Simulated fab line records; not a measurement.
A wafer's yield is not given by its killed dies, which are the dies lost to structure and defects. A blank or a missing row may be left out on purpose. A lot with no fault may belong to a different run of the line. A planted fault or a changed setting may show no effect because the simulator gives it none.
3 desks looking at one fault / flow n5-finfet / every desk sees just its own numbers, and what lay behind them comes last

AT THE METROLOGY DESK
What the gauges read, lot by lot, whatever tool the lot ran on: means of the sampled wafers that have a number. Marked OUT: a lot whose mean sits more than 4 standard deviations from the usual mean, which makes it out of limits; the brackets give that distance.
Columns: A = cd-nm at N5_PMOS_HMC_CHANNEL_EPI_CD_MEAS_09, usual 237.7 nm; B = PMOS_HMC_BLK_OVL at N5_PMOS_HMC_CHANNEL_EPI_OVL_MEAS_10, usual 0.0 nm
lot=L847; first seen here=day 2 06:15; A=237.5; B=-0.2
lot=L856; first seen here=day 4 11:44; A=238.1; B=-0.7
lot=L857; first seen here=day 4 17:02; A=234.7; B=1.0
lot=L861; first seen here=day 5 17:44; A=235.9; B=0.6
lot=L862; first seen here=day 5 23:14; A=235.9; B=0.0
lot=L867; first seen here=day 7 06:13; A=239.0; B=-0.1
lot=L868; first seen here=day 7 12:23; A=237.5; B=0.2
This desk's finding: nothing out of limits on any of the 7 lots.

THE DEFECT DESK
For each lot, the counts of the inspections along the route, averaged over the sampled wafers that have a number. Marked OUT: a lot whose mean sits more than 4 standard deviations from the usual mean, which makes it out of limits; the brackets give that distance.
Columns: A = raw-defect-count at N5_WELL_APT_INSPECT_38, usual 14; B = raw-defect-count at N5_PMOS_HMC_CHANNEL_EPI_INSPECT_11, usual 2.0
lot=L847; first seen here=day 2 05:49; A=16; B=2.3
lot=L856; first seen here=day 4 11:25; A=10; B=1.3
lot=L857; first seen here=day 4 16:35; A=16; B=4.0
lot=L861; first seen here=day 5 17:17; A=14; B=1.0
lot=L862; first seen here=day 5 22:48; A=11; B=2.0
lot=L867; first seen here=day 7 04:50; A=17; B=2.3
lot=L868; first seen here=day 7 11:56; A=18; B=2.0
This desk's finding: nothing out of limits on any of the 7 lots.

TOOL OWNER'S DESK, litho-track-05
The tool's own readings at N5_PMOS_HMC_CHANNEL_EPI_PEB_07 (peb time 60 s): means of the sampled wafers that have a number, for each lot that ran on this tool. Marked OUT: a lot whose mean sits more than 4 standard deviations from the usual mean, which makes it out of limits; the brackets give that distance.
Columns: A = heater-power-total-W at N5_PMOS_HMC_CHANNEL_EPI_PEB_07, usual 175.5 W
lot=L856; first seen here=day 4 11:41; A=175.7
lot=L857; first seen here=day 4 16:58; A=182.6 (+4.4) OUT
lot=L861; first seen here=day 5 17:40; A=182.4 (+4.3) OUT
lot=L862; first seen here=day 5 23:11; A=182.9 (+4.6) OUT
This desk's verdict: out of limits on L857, L861, L862, starting with L857 at day 4 16:58 (heater-power-total-W at N5_PMOS_HMC_CHANNEL_EPI_PEB_07). Within limits: L856.

PUT TOGETHER
An alarm could have come from the tool owner's desk at day 4 16:58, on L857, L861, L862.
Metrology desk: nothing out of limits seen.
Nothing the defect desk looked at was out of limits.
The metrology desk has L857, L861, L862 on record, within its limits.
The defect desk has L857, L861, L862 on record, within its limits.
Of the lots named, all ran N5_PMOS_HMC_CHANNEL_EPI_PEB_07 on litho-track-05.

WHAT WAS PUT IN BY THE SIMULATOR
Process parameter drift: litho-track-05, from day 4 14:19 on, at N5_PMOS_HMC_CHANNEL_EPI_PEB_07. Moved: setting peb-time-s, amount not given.
Shown lots that were struck: L857, L861, L862.
How many hours passed from the start of the fault until each desk's first out-of-limits reading: the tool owner's desk, 3.
